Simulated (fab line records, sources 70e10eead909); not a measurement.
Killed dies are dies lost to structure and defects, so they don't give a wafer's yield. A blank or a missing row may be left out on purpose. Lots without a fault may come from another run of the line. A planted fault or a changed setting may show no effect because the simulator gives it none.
Which tool did it? | flow nand_harc | 11 lots, 33 wafers sampled, at 2 steps of a route of 1302

WHAT THE GAUGES READ, wafer by wafer
NHARC_P_ZERO_WELL_CD_MEAS_11: target cd 500 nm.
lot  | measured     | on        | cd_nm (nm)
L824 | day 2 17:16  | cd_sem-03 | 499.1 499.5 499.9
L825 | day 3 03:37  | cd_sem-01 | 501.3 501.2 499.4
L831 | day 5 15:14  | cd_sem-02 | 436.9 437.9 436.3
L833 | day 6 11:19  | cd_sem-02 | 438.4 436.9 437.0
L836 | day 7 17:11  | cd_sem-03 | 499.4 501.0 499.4
L837 | day 8 03:14  | cd_sem-02 | 500.4 502.7 500.4
L839 | day 8 23:15  | cd_sem-01 | 499.0 501.5 501.8
L840 | day 9 09:14  | cd_sem-02 | 499.6 500.1 500.0
L841 | day 9 19:14  | cd_sem-02 | 501.9 499.2 501.1
L843 | day 10 15:14 | cd_sem-02 | 499.5 502.3 500.4
L844 | day 11 01:15 | cd_sem-01 | 498.8 498.2 499.8

WHICH TOOL RAN EACH LOT (tool, then ch and the chambers of the sampled wafers, then the start)
lot  | NHARC_P_ZERO_WELL_PEB_09
L824 | litho_track-02 ch 0, day 2 17:10
L825 | litho_track-02 ch 0, day 3 03:31
L831 | litho_track-05 ch 0, day 5 15:10
L833 | litho_track-05 ch 0, day 6 11:14
L836 | litho_track-03 ch 0, day 7 17:05
L837 | litho_track-03 ch 0, day 8 03:10
L839 | litho_track-05 ch 0, day 8 23:10
L840 | litho_track-05 ch 0, day 9 09:10
L841 | litho_track-03 ch 0, day 9 19:09
L843 | litho_track-05 ch 0, day 10 15:10
L844 | litho_track-02 ch 0, day 11 01:10
- NHARC_P_ZERO_WELL_PEB_09: peb time 80 s.

THE ANSWER, worked out from the rows above alone
Rule: what is usual is taken from the lots themselves. Put in order of their means at a reading, lots are off if they are a third of the lots or fewer, leave a main group of 4 or more, and stand apart from it by a gap of 3 or more times the standard deviation of the main group's means; of several such gaps the widest counts. A main group whose means are all the same, to the digits that the tables above print for the reading, isn't used. A lot without any number at a reading at which 4 lots or more have one is off too. The other lots that the step has rows for count as sound.
Off: L831, L833, at NHARC_P_ZERO_WELL_CD_MEAS_11 (cd_nm). The main group: mean 500.3 nm, standard deviation 0.69.
A tool fits if, at a process step before that reading, it ran every lot that is off, and no sound lot after the first of them. The gauges at NHARC_P_ZERO_WELL_CD_MEAS_11 are tried like those tools. None of those tried fits.

WHAT THE SIMULATOR HAD PUT IN
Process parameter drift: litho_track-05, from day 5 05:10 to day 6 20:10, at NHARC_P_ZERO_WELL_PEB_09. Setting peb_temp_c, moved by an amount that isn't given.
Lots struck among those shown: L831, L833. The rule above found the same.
